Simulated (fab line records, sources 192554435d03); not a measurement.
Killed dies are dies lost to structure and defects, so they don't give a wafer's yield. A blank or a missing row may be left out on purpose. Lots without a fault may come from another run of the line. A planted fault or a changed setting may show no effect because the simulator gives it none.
Chamber matching | flow n5_finfet | N5_BEOL_M8_ALD_77 on ald_metal-01: 4 sister chambers
The step deposits TaN, target thk 2 nm, pulse time 2 s, purge time 3 s. 20 wafers are shown with their chamber, then 10 later ones without.

WAFERS WITH THEIR CHAMBER
wafer  | chamber | heater_power_w (W)
L078.1 | 0       | 469
L078.3 | 2       | 399
L078.6 | 3       | 438
L079.1 | 2       | 390
L079.3 | 0       | 456
L079.5 | 2       | 389
L083.3 | 1       | 431
L083.4 | 3       | 440
L083.5 | 3       | 437
L086.2 | 1       | 436
L086.3 | 0       | 453
L086.5 | 0       | 461
L085.2 | 2       | 399
L085.4 | 3       | 441
L085.5 | 1       | 439
L088.1 | 0       | 464
L088.3 | 2       | 401
L088.5 | 2       | 397
L091.1 | 3       | 440
L091.2 | 1       | 445

SIGNATURES (means of the wafers above)
reading        | chamber 0 | chamber 1 | chamber 2 | chamber 3 | scatter within a chamber
heater_power_w | 460.60    | 437.75    | 395.83    | 439.20    | 5.02
Rule: a wafer's distance from a chamber is the root of the sum, over the readings, of the square of ((its reading less the chamber's mean) divided by the reading's scatter). The wafer belongs to the nearest chamber; if the next one is less than 2 further off, it can't be placed. The scatter: the root of (the sum of the squares of (reading less its chamber's mean) over the shown wafers, divided by (wafers less chambers)).

WAFERS WITHOUT THEIR CHAMBER
wafer  | heater_power_w (W)
L091.6 | 441
L092.1 | 429
L092.3 | 448
L092.4 | 451
L095.2 | 401
L095.3 | 438
L095.5 | 430
L096.2 | 396
L096.4 | 461
L096.5 | 442

WHICH CHAMBER EACH WENT THROUGH
wafer  | from the rows above          | in truth
L091.6 | can't be placed: 3 or 1      | 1
L092.1 | can't be placed: 1 or 3      | 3
L092.3 | can't be placed: 3 or 1 or 0 | 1
L092.4 | can't be placed: 0 or 3 or 1 | 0
L095.2 | 2                            | 2
L095.3 | can't be placed: 1 or 3      | 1
L095.5 | can't be placed: 1 or 3      | 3
L096.2 | 2                            | 2
L096.4 | 0                            | 0
L096.5 | can't be placed: 3 or 1      | 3
Placed correctly: 3 of 10. Can't be placed from these rows: 7 (the true chamber is among the candidates in 7). Placed wrongly: 0.
